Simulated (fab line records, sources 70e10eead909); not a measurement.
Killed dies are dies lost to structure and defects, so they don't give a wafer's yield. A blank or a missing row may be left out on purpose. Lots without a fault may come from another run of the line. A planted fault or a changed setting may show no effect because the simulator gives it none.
fab line records | flow nand_harc
record lots=6 wafers=18 last_day=29
route steps=1302 shown P_CONTACT@236 P_M0@253 END@1302
lots that met no fault: from a run of the same line without faults
start_h: hours from the record's first day to the start of the lot's first wafer shown | wait_h: hours since the lot's step before | " the same as in the row above | L1.1+2: a row that stands for several wafers | - no value, or no start given | * or withheld: withheld | < > ~ a bound
route shown NAME@n: a module of which the file shows steps, and the number in the route of the first | usual: mean/standard deviation of fault-free wafers | same: alike in all rows | chamber/n: place in a boat | sites: the reading at each site | _std_site: their standard deviation | _edge_site: outer sites' mean less inner sites' | radius_mm: how far each site lies from the wafer's centre | mask NAME#n: copy n | behind: the tool/chamber that last shaped the wafer | hold: why the lot was held/for how many hours/how that ended | device: the transistor (n, p or np) that didn't switch | end of line: the same wafers' tests at the end of the route | a step without rows: its recipe alone | killed: dies lost to structure and defects at the first sort, not the wafer's yield | map: a wafer's dies, x killed, . not, _ none there
set.NAME: the setting as run; set.NAME@STEP: as run at that earlier step | model.NAME: the simulator's own value behind a step, which no gauge read
lots at some steps of the route; a table a step, a row a wafer
services: from which hour (start_h, from the record's first day; less than 0 if before it) a tool's chamber was out of use, for how many hours, and why
## steps
# step NHARC_P_CONTACT_ETCH_35
# recipe target_depth_a=390 over_etch_frac=0.3 time_s=65 ion_energy_ev=80 cf4_flow_sccm=150 ar_flow_sccm=0 rf_w=300 bias_w=100 chemistry=CF4
# step NHARC_P_CONTACT_ETCH_36
# recipe target_depth_a=2600 over_etch_frac=0.25 time_s=406.25 ion_energy_ev=200 n2_flow_sccm=150 h2_flow_sccm=150 ar_flow_sccm=0 rf_w=400 bias_w=150 chemistry=N2/H2
# step NHARC_P_CONTACT_ETCH_18
# recipe target_depth_a=4810 time_s=240.5 c4f8_flow_sccm=20 o2_flow_sccm=10 ar_flow_sccm=withheld rf_w=600 bias_w=1500 chemistry=C4F8/O2/Ar
# step NHARC_P_CONTACT_STRIP_37
# recipe c4f8_flow_sccm=withheld o2_flow_sccm=8 ar_flow_sccm=withheld bias_w=0 chemistry=C4F8/O2/Ar
# step NHARC_P_CONTACT_ETCH_31
# recipe target_depth_a=300 time_s=85.7 ion_energy_ev=120 over_etch_frac=1 ch3f_flow_sccm=50 o2_flow_sccm=30 ar_flow_sccm=200 rf_w=500 bias_w=100 chemistry=CH3F/O2
# usual drypump_motor_current_A=5.4/0.31 oes_product_au=0.979/0.014 rf_vpp_V=244.6/1.6 showerhead_plenum_p_Torr=2.48/0.1 throttle_valve_pct=20.664/0.0086
# columns lot.wafer tool chamber start_h wait_h drypump_motor_current_A oes_product_au rf_hours_counter_h rf_vpp_V showerhead_plenum_p_Torr throttle_valve_pct
L296.1 rie_diel-13 3 - - 5.2 0.980 4.2 247.6 2.63 20.668
L296.6 " 0 " " 5.7 0.988 - 244.1 2.48 20.667
L296.5 " 1 " " 5.7 0.972 - 243.8 2.39 20.673
L298.3 rie_diel-13 0 - - 5.7 0.976 4.8 244.4 2.48 20.665
L298.5 " 1 " " 5.7 0.983 - 243.7 2.39 20.667
L298.4 " 2 " " 5.7 0.970 - 244.7 2.60 20.671
L302.3 rie_diel-13 0 - - 5.7 0.956 0.7 242.9 2.48 20.660
L302.1 " 1 " " 5.7 0.971 0.9 244.4 2.39 20.653
L302.6 " 1 " " 5.7 0.980 - 243.3 2.39 20.668
L304.2 rie_diel-12 3 - - 5.5 0.980 4.1 244.8 2.48 20.643
L304.3 " 1 " " 5.6 0.986 3.2 244.1 2.34 20.672
L304.5 " 2 " " 4.8 0.984 - 245.2 2.54 20.673
L305.4 rie_diel-13 1 - - 5.8 0.996 2.1 242.9 2.39 20.666
L305.3 " 3 " " 5.2 0.973 2.2 247.2 2.63 20.653
L305.6 " 0 " " 5.7 0.958 - 245.3 2.48 20.658
L307.1 rie_diel-13 0 - - 5.7 0.969 2.9 244.9 2.48 20.684
L307.3 " 1 " " 5.7 0.992 3.1 245.0 2.39 20.662
L307.4 " 0 " " 5.7 0.975 - 245.0 2.48 20.649
# step NHARC_P_CONTACT_CD_MEAS_19
# usual cd_nm=89.6/1.8
# columns lot.wafer tool chamber start_h wait_h cd_nm
L296.1 cd_sem-02 - 138.59 - 88.5
L296.5 " - " " 87.4
L296.6 " - " " 91.8
L298.3 cd_sem-02 - 155.06 - 88.2
L298.4 " - " " 89.4
L298.5 " - " " 90.6
L302.1 cd_sem-03 - 199.28 - 87.4
L302.3 " - " " 89.7
L302.6 " - " " 88.9
L304.2 cd_sem-03 - 214.80 - 86.9
L304.3 " - " " 88.0
L304.5 " - " " 88.0
L305.3 cd_sem-03 - 233.86 - 90.6
L305.4 " - " " 90.7
L305.6 " - " " 91.1
L307.1 cd_sem-03 - 243.14 - 91.0
L307.3 " - " " 87.6
L307.4 " - " " 86.2
# step NHARC_P_CONTACT_STRIP_28
# recipe o2_flow_sccm=500 ar_flow_sccm=0 bias_w=0 chemistry=O2
# usual drypump_motor_current_A=5.3/0.31 oes_product_au=1.001/0.01 rf_vpp_V=57.9/0.93 showerhead_plenum_p_Torr=3.52/0.13 throttle_valve_pct=17.036/0.0089
# columns lot.wafer tool chamber start_h wait_h drypump_motor_current_A oes_product_au rf_hours_counter_h rf_vpp_V showerhead_plenum_p_Torr throttle_valve_pct
L296.1 rie_diel-04 0 138.72 0.1 5.4 1.004 6.3 57.2 3.30 17.042
L296.6 " 1 " " 4.9 0.996 - 57.4 3.39 17.045
L296.5 " 2 " " 5.1 1.002 - 57.8 3.63 17.052
L298.3 rie_diel-13 1 155.15 0.1 5.8 0.992 5.6 56.2 3.44 17.036
L298.5 " 0 " " 5.7 0.996 - 57.4 3.56 17.033
L298.4 " 2 " " 5.7 0.980 - 58.7 3.72 17.032
L302.3 rie_diel-04 1 199.35 0.1 4.8 0.999 0.4 58.2 3.39 17.037
L302.1 " 0 " " 5.4 1.017 0.4 55.0 3.30 17.040
L302.6 " 2 " " 5.0 1.001 - 58.3 3.63 17.047
L304.3 rie_diel-12 3 214.87 0.1 5.4 1.011 4.2 58.3 3.56 17.027
L304.2 " 2 " " 4.9 1.005 3.6 58.6 3.64 17.050
L304.5 " 3 " " 5.4 0.989 - 57.2 3.56 17.041
L305.3 rie_diel-04 1 233.93 0.1 4.9 0.981 2.3 59.0 3.39 17.023
L305.4 " 0 " " 5.4 1.008 2.3 58.5 3.30 17.032
L305.6 " 1 " " 4.9 0.991 - 57.2 3.39 17.048
L307.1 rie_diel-04 2 243.23 0.1 5.0 0.992 2.3 57.6 3.63 17.040
L307.4 " 3 " " 5.4 0.996 2.3 58.3 3.49 17.034
L307.3 " 0 " " 5.4 1.004 2.4 56.2 3.30 17.025
# step NHARC_P_CONTACT_STRIP_29
# recipe time_s=1200 temp_c=72.5 chemistry=post_etch_residue_remover
# step NHARC_P_CONTACT_DEGAS_38
# recipe temp_c=300 time_s=60
# usual heater_power_w=447/48
# columns lot.wafer tool chamber start_h wait_h heater_power_w
L296.1 pvd_sputter-01 - 139.33 - 422
L296.6 " - " " 367
L296.5 " - " " 526
L298.3 pvd_sputter-03 - 155.81 - 500
L298.4 " - " " 411
L298.5 " - " " 493
L302.1 pvd_sputter-02 - 199.98 - 416
L302.3 " - " " 455
L302.6 " - " " 401
L304.2 pvd_sputter-01 - 215.52 - 517
L304.3 " - " " 492
L304.5 " - " " 356
L305.4 pvd_sputter-02 - 234.57 - 521
L305.3 " - " " 418
L305.6 " - " " 517
L307.1 pvd_sputter-02 - 243.86 - 472
L307.3 " - " " 423
L307.4 " - " " 516
# step NHARC_P_CONTACT_PRE_CLEAN_39
# recipe time_s=19.5 bias_v=250 gas=Ar
# step NHARC_P_CONTACT_PVD_32
# recipe target_thk_a=50 chamber_pressure_pa=5 power_w=5000 substrate_temp_c=200 time_s=17.7 material=Ti
# step NHARC_P_CONTACT_ALD_22
# recipe target_thk_a=30 pulse_time_s=1 ald_cycles=150 temp_c=450 material=TiN
# step NHARC_P_CONTACT_CVD_23
# recipe target_thk_a=2000 temp_c=300 pressure_torr=40 wf6_flow_sccm=40 h2_flow_sccm=1600 ar_flow_sccm=1560 time_s=557 material=W
# usual heater_power_w=445/39 throttle_valve_pct=8.25/0.2
# columns lot.wafer tool chamber start_h wait_h heater_power_w throttle_valve_pct
L296.1 cvd_w-02 0 139.84 - 467 7.98
L296.6 " 1 " " 387 7.80
L296.5 " 0 " " 453 8.30
L298.4 cvd_w-01 1 156.43 - 498 8.28
L298.3 " 0 " " 448 8.12
L298.5 " 1 " " 479 8.47
L302.1 cvd_w-02 1 200.43 - 389 8.27
L302.3 " 1 " " 390 7.86
L302.6 " 1 " " 397 8.00
L304.2 cvd_w-01 1 215.95 - 476 8.10
L304.3 " 0 " " 418 8.14
L304.5 " 0 " " 427 8.51
L305.4 cvd_w-02 1 235.19 - 381 8.23
L305.3 " 0 " " 459 8.28
L305.6 " 1 " " 386 8.12
L307.1 cvd_w-02 0 244.30 - 474 8.12
L307.3 " 0 " " 457 8.27
L307.4 " 1 " " 380 8.04
# step NHARC_P_CONTACT_CMP_24
# recipe t_overpolish_s=30 target_thk_nm=200
# step NHARC_P_CONTACT_SRD_26
# step NHARC_P_M0_DEP_00
# recipe target_thk_a=1500 target_thk_nm=150 temp_c=withheld pressure_torr=5 flow_sccm=200 rf_w=600 material=SiOC
# step NHARC_P_M0_DEHYDRATE_01
# recipe temp_c=150 time_s=120
# step NHARC_P_M0_HMDS_02
# recipe time_s=30
# step NHARC_P_M0_COAT_33
# recipe temp_c=200 time_s=65
# step NHARC_P_M0_COAT_03
# recipe spin_rpm=1500 resist_thk_nm=90
# step NHARC_P_M0_SOFTBAKE_04
# recipe temp_c=105 time_s=55
# step NHARC_P_M0_EBR_05
# step NHARC_P_M0_EXPOSE_06
# recipe na=1.35 target_cd_nm=90 dose_mj=81.28 mask_id=P_M0
# step NHARC_P_M0_PEB_07
# recipe peb_temp_c=100 peb_time_s=65
# step NHARC_P_M0_DEVELOP_08
# recipe develop_time_s=35 dev_temp_c=23
# step NHARC_P_M0_CD_MEAS_09
# recipe target_cd_nm=90 landing_energy_ev=500
# usual cd_nm=90.5/0.58
# columns lot.wafer tool chamber start_h wait_h cd_nm
L296.1 cd_sem-03 0 141.69 - 89.8
L296.5 " 0 " " 89.9
L296.6 " 0 " " 89.7
L298.3 cd_sem-01 0 158.20 - 90.3
L298.4 " 0 " " 90.5
L298.5 " 0 " " 90.4
L302.1 cd_sem-02 0 202.38 - 89.9
L302.3 " 0 " " 90.6
L302.6 " 0 " " 90.3
L304.2 cd_sem-03 0 217.92 - 89.6
L304.3 " 0 " " 90.6
L304.5 " 0 " " 91.0
L305.3 cd_sem-03 0 236.96 - 90.4
L305.4 " 0 " " 89.7
L305.6 " 0 " " 89.8
L307.1 cd_sem-02 0 246.25 - 89.7
L307.3 " 0 " " 91.0
L307.4 " 0 " " 91.4
# step NHARC_P_M0_OVL_MEAS_10
# recipe pitch_nm=180
# usual overlay_x_nm=0.2/0.91 overlay_y_nm=0.0/0.71
# columns lot.wafer tool chamber start_h wait_h overlay_x_nm overlay_y_nm
L296.1 overlay-01 - 141.78 - 0.4 0.5
L296.5 " - " " -0.1 0.6
L296.6 " - " " 0.2 0.8
L298.3 overlay-02 - 158.28 - 1.0 -0.8
L298.4 " - " " 0.6 -0.8
L298.5 " - " " 1.0 -0.4
L302.1 overlay-01 - 202.47 - 0.7 1.0
L302.3 " - " " 0.7 0.7
L302.6 " - " " 0.2 0.2
L304.2 overlay-02 - 218.00 - -0.9 -0.3
L304.3 " - " " -1.1 0.0
L304.5 " - " " -1.4 -0.1
L305.3 overlay-01 - 237.05 - 2.4 -0.6
L305.4 " - " " 2.7 0.0
L305.6 " - " " 2.4 0.2
L307.1 overlay-01 - 246.34 - -0.1 0.3
L307.3 " - " " 0.2 0.4
L307.4 " - " " 0.4 0.7
# step NHARC_P_M0_DESCUM_14
# recipe time_s=3 o2_flow_sccm=200 ar_flow_sccm=0 bias_power_w=0 chemistry=O2
# step NHARC_P_M0_ETCH_34
# recipe target_depth_a=400 overetch_a=120 time_s=43.94 ion_energy_ev=200 n2_flow_sccm=150 h2_flow_sccm=150 ar_flow_sccm=0 rf_w=400 bias_w=150 chemistry=N2/H2
# step NHARC_P_M0_ETCH_15
# recipe target_depth_a=1500 overetch_a=150 time_s=82.5 c4f8_flow_sccm=withheld ar_flow_sccm=400 rf_w=600 bias_w=300 chemistry=C4F8/Ar
# step NHARC_P_M0_CD_MEAS_16
# usual cd_nm=90.3/0.73
# columns lot.wafer tool chamber start_h wait_h cd_nm
L296.1 cd_sem-01 - 142.25 - 89.9
L296.5 " - " " 90.5
L296.6 " - " " 90.0
L298.3 cd_sem-01 - 158.96 - 90.3
L298.4 " - " " 90.8
L298.5 " - " " 90.7
L302.1 cd_sem-03 - 202.86 - 90.0
L302.3 " - " " 90.2
L302.6 " - " " 89.6
L304.2 cd_sem-02 - 218.40 - 89.9
L304.3 " - " " 90.6
L304.5 " - " " 91.1
L305.3 cd_sem-03 - 237.45 - 90.4
L305.4 " - " " 88.6
L305.6 " - " " 89.6
L307.1 cd_sem-02 - 246.73 - 88.4
L307.3 " - " " 90.9
L307.4 " - " " 91.4
# step NHARC_P_M0_STRIP_18
# recipe power_w=1000 n2_flow_sccm=150 h2_flow_sccm=150 ar_flow_sccm=0 bias_w=0 chemistry=N2/H2
# usual drypump_motor_current_A=5.7/0.52 oes_product_au=0.997/0.0078 rf_vpp_V=90.8/1.1 showerhead_plenum_p_Torr=2.05/0.088 throttle_valve_pct=14.171/0.0092
# columns lot.wafer tool chamber start_h wait_h drypump_motor_current_A oes_product_au rf_hours_counter_h rf_vpp_V showerhead_plenum_p_Torr throttle_valve_pct
L296.1 rie_diel-11 3 142.35 0.1 5.2 0.998 13 91.6 2.15 14.170
L296.6 " 2 " " 6.7 0.999 - 89.7 1.92 14.160
L296.5 " 3 " " 5.2 0.994 - 91.2 2.15 14.166
L298.4 rie_diel-03 3 159.05 0.1 5.9 0.986 12 91.0 2.16 14.155
L298.3 " 1 " " 5.7 1.000 17 89.9 1.97 14.169
L298.5 " 3 " " 5.9 0.984 - 90.9 2.16 14.156
L302.1 rie_diel-11 0 202.94 0.1 6.0 1.002 21 91.5 2.02 14.176
L302.3 " 2 " " 6.6 0.990 22 89.3 1.92 14.187
L302.6 " 1 " " 5.3 0.995 - 89.8 2.03 14.179
L304.3 rie_diel-03 2 218.48 0.1 5.4 1.009 34 91.3 2.15 14.159
L304.2 " 3 " " 5.9 0.990 31 91.5 2.15 14.181
L304.5 " 3 " " 5.9 0.984 - 92.1 2.15 14.157
L305.3 rie_diel-11 1 237.57 0.1 5.3 0.999 26 91.0 2.03 14.177
L305.4 " 2 " " 6.7 1.004 28 90.5 1.91 14.179
L305.6 " 3 " " 5.1 1.005 - 92.0 2.14 14.176
L307.1 rie_diel-11 2 246.81 0.1 6.7 0.992 30 88.4 1.91 14.172
L307.3 " 3 " " 5.2 0.994 31 92.3 2.14 14.169
L307.4 " 0 " " 6.0 1.000 29 90.9 2.02 14.169
# step NHARC_P_M0_STRIP_19
# recipe time_s=600 temp_c=30 chemistry=post_etch_residue_remover
# step NHARC_P_M0_DEGAS_28
# recipe temp_c=250 time_s=60
# usual heater_power_w=322/32
# columns lot.wafer tool chamber start_h wait_h heater_power_w
L296.1 pvd_sputter-02 - 142.89 - 293
L296.6 " - " " 372
L296.5 " - " " 337
L298.3 pvd_sputter-02 - 159.57 - 300
L298.4 " - " " 294
L298.5 " - " " 302
L302.3 pvd_sputter-03 - 203.48 - 308
L302.1 " - " " 350
L302.6 " - " " 329
L304.3 pvd_sputter-02 - 219.06 - 282
L304.2 " - " " 376
L304.5 " - " " 292
L305.4 pvd_sputter-03 - 238.06 - 309
L305.3 " - " " 331
L305.6 " - " " 299
L307.4 pvd_sputter-01 - 247.35 - 297
L307.1 " - " " 253
L307.3 " - " " 347
# step NHARC_P_M0_PRE_CLEAN_29
# recipe time_s=30 temp_c=280 gas=H2/He
# step NHARC_P_M0_PVD_20
# recipe target_thk_a=50 bias_v=168.6 power_w=15000 chamber_pressure_pa=0.12 time_s=8.06 substrate_temp_c=50 material=TaN
# step NHARC_P_M0_PVD_21
# recipe target_thk_a=300 chamber_pressure_pa=5 power_w=5000 substrate_temp_c=30 time_s=20.49 material=Cu
# step NHARC_P_M0_ECD_22
# recipe target_thk_a=4000 bath_temp_c=25 material=Cu
# step NHARC_P_M0_ANNEAL_30
# recipe temp_c=225 time_s=90
# step NHARC_END_SORT_01
# recipe temp_c=25
# usual killed_at_array=57/20 killed_at_other=1.3/1.4 killed_at_periphery=3.4/2.4 killed_dies=61/19 killed_open=2.9/1.8 killed_short=2.5/1.6
# same gross_dies=677
# columns lot.wafer tool chamber start_h wait_h killed_at_array killed_at_other killed_at_periphery killed_dies killed_open killed_short
L302.3 prober-02 0 653.76 3.1 101 3 3 107 1 1
L307.1 prober-02 0 679.94 2.5 77 1 10 88 1 1
L307.3 prober-02 0 681.56 3.1 100 1 12 113 3 2
L305.3 prober-02 0 692.31 3.1 32 2 14 48 3 2
# killed by level:class
L302.3 A_CHANNEL_HOLE_D2:chamber_film_flake=35 A_SLIT:chamber_film_flake=32 A_CHANNEL_HOLE_D1:chamber_film_flake=24 A_CONTACT:chamber_film_flake=6 P_M1:chamber_film_flake=2 A_STAIRCASE:chamber_film_flake=2 THIN_TSV:chamber_film_flake=2 A_CHANNEL_HOLE_D1:geometric_particle:short=1
L307.1 A_SLIT:chamber_film_flake=30 A_CHANNEL_HOLE_D1:chamber_film_flake=22 A_CHANNEL_HOLE_D2:chamber_film_flake=12 P_CONTACT:unspecified=8 A_SGD_CUT:chamber_film_flake=5 A_WL_FILL:chamber_film_flake=3 A_M1:chamber_film_flake=2 P_CONTACT:geometric_particle:open=1
L307.3 A_SLIT:chamber_film_flake=35 A_CHANNEL_HOLE_D1:chamber_film_flake=27 A_CHANNEL_HOLE_D2:chamber_film_flake=24 P_CONTACT:unspecified=11 A_SGD_CUT:chamber_film_flake=5 P_CONTACT:geometric_particle:open=1 A_ONON_D1:geometric_particle:short=1 A_DECK1_JOINT:geometric_particle:open=1
L305.3 A_CONTACT:chamber_film_flake=11 P_CONTACT:unspecified=9 A_CHANNEL_HOLE_D1:chamber_film_flake=8 A_SLIT:chamber_film_flake=7 A_WL_FILL:geometric_particle:short=2 P_GATE:chamber_film_flake=2 P_M2:chamber_film_flake=2 A_STAIRCASE:chamber_film_flake=2
# map L305.3 (x killed, . not)
____________.____________
_________.....x._________
_______.........x._______
______.........x...______
_____........x.x...._____
____.x..x.......x....____
____........x...x....____
___...................___
___............x......___
__.....................__
__.....x...............__
_........x.............._
_......................._
_......................._
_.......x....x.........._
_..........x............_
...x.....................
......x..................
.x.x......x..............
.....x...................
..x....x.................
_..x...x............xxxx_
_......xx............xx._
_....x..............x.x._
_...x..x.............xx._
_....................x.x_
__.....................__
__............x....x...__
___..............x....___
___.............x.....___
____.................____
____.................____
_____..............._____
______...x.........______
_______..........._______
_________......._________
____________.____________
# map L307.3 (x killed, . not)
____________.____________
_________....x.._________
_______........xx._______
______x......xxxxx.______
_____xx.x...x.xxxx.x_____
____xxx.......xxx.xx.____
____xxxx....xxxxxxxx.____
___xxxx.........xxx...___
___xxxx...x..x.x......___
__x.xx.....x...x.x.....__
__.xxx.................__
_..xx............x......_
_......................._
_...................x..._
_......................._
_.....x................._
.........................
..........x..............
.........................
..x......................
....x.x........x.........
_.xxxx.....x..........x._
_..xxxxx............x.xx_
_xx.xx...............xxx_
_.xx...........xx......x_
_.xxxx.....x.........xx._
__.x...........x.......__
__..x...............x.x__
___...x..........x.x..___
___...................___
____.................____
____..............x..____
_____..............._____
______.............______
_______..........._______
_________......._________
____________.____________
## services
# columns tool chamber start_h hours kind
rie_diel-13 - 114.98 2.5 repair
rie_diel-13 0 119.57 - clean
rie_diel-13 1 119.57 - clean
rie_diel-13 2 119.57 - clean
rie_diel-13 3 119.57 - clean
pvd_sputter-01 - 143.24 6.5 repair
rie_diel-13 - 143.56 1.5 repair
cvd_w-01 - 147.12 0.3 repair
rie_diel-13 3 149.60 10.5 repair
rie_diel-13 2 160.77 10.4 repair
rie_diel-03 2 162.43 8.3 repair
rie_diel-11 1 164.12 3.9 repair
rie_diel-13 - 165.07 9.0 pm
rie_diel-13 0 165.07 9.0 vent_cycle
rie_diel-13 1 165.07 9.0 vent_cycle
pvd_sputter-01 - 173.65 0.8 repair
rie_diel-04 - 177.90 9.0 pm
pvd_sputter-03 - 178.32 10.0 pm
cvd_w-01 - 185.02 13.0 pm
rie_diel-03 - 210.27 0.7 repair
pvd_sputter-01 - 226.00 10.0 pm
rie_diel-13 2 241.58 6.1 repair
rie_diel-12 3 241.75 8.4 repair
pvd_sputter-01 - 241.93 3.8 repair
## key
first_sign step=NHARC_END_SORT_01 reading=killed_at_periphery direction=up sigmas=3.6 usual=3.4 struck=12
effect none on later readings
met_at NHARC_P_CONTACT_CVD_23
struck_wafers L305.3,L307.1,L307.3
tester_left_out L305,L307
onset_between 139.84 235.19
fault kind=chamber_particle_source tool=cvd_w-02 chamber=0 onset_h=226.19 steps=NHARC_P_CONTACT_CVD_23 rate_per_visit_cm2=0.020031 end_h=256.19
# tester_left_out: of these lots the tester's yield and bins aren't shown, on N5 and GAA mostly nor the transistor test; their killed dies are dies lost to structure and defects alone, not to doping, threshold or leakage, so they don't give the yield
